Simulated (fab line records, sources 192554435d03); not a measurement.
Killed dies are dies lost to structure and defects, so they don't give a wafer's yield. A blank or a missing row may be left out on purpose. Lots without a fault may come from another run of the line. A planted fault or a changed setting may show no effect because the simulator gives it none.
Chamber matching | flow n5_finfet | N5_HKMG_FIN_CMP_94 on cmp-02: 4 sister chambers
The step polishes, stops on SiNx, t overpolish 4.7 s, target thk 43.299 nm. 8 wafers are shown with their chamber, then 8 later ones without.

WAFERS WITH THEIR CHAMBER
wafer  | chamber | motor_current_A (A)
L075.5 | 0       | 14.8
L078.6 | 1       | 11.5
L080.3 | 1       | 11.5
L080.4 | 3       | 11.7
L082.2 | 2       | 14.4
L082.3 | 0       | 14.5
L082.6 | 2       | 14.0
L083.3 | 3       | 11.4

WAFERS WITHOUT THEIR CHAMBER
wafer  | motor_current_A (A)
L083.4 | 13.8
L083.5 | 11.9
L091.4 | 11.0
L091.5 | 11.9
L091.6 | 13.9
L097.1 | 12.7
L097.4 | 13.9
L097.6 | 11.2

WHICH CHAMBER EACH WENT THROUGH
wafer  | from the rows above          | in truth
L083.4 | 2                            | 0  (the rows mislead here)
L083.5 | can't be placed: 3 or 1      | 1
L091.4 | can't be placed: 1 or 3      | 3
L091.5 | can't be placed: 3 or 1      | 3
L091.6 | 2                            | 2
L097.1 | can't be placed: 3 or 1 or 2 | 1
L097.4 | 2                            | 2
L097.6 | can't be placed: 1 or 3      | 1
Placed correctly: 2 of 8. Can't be placed from these rows: 5 (the true chamber is among the candidates in 5). Placed wrongly: 1.
How it was worked out, from the rows above alone: a wafer's distance from a chamber is the root of the sum, over the readings, of the square of ((its reading less the chamber's mean) divided by the reading's scatter). The wafer belongs to the nearest chamber; if the next one is less than 2 further off, it can't be placed. A chamber's mean is the mean of its shown wafers. The scatter: the root of (the sum of the squares of (reading less its chamber's mean) over the shown wafers, divided by (wafers less chambers)).
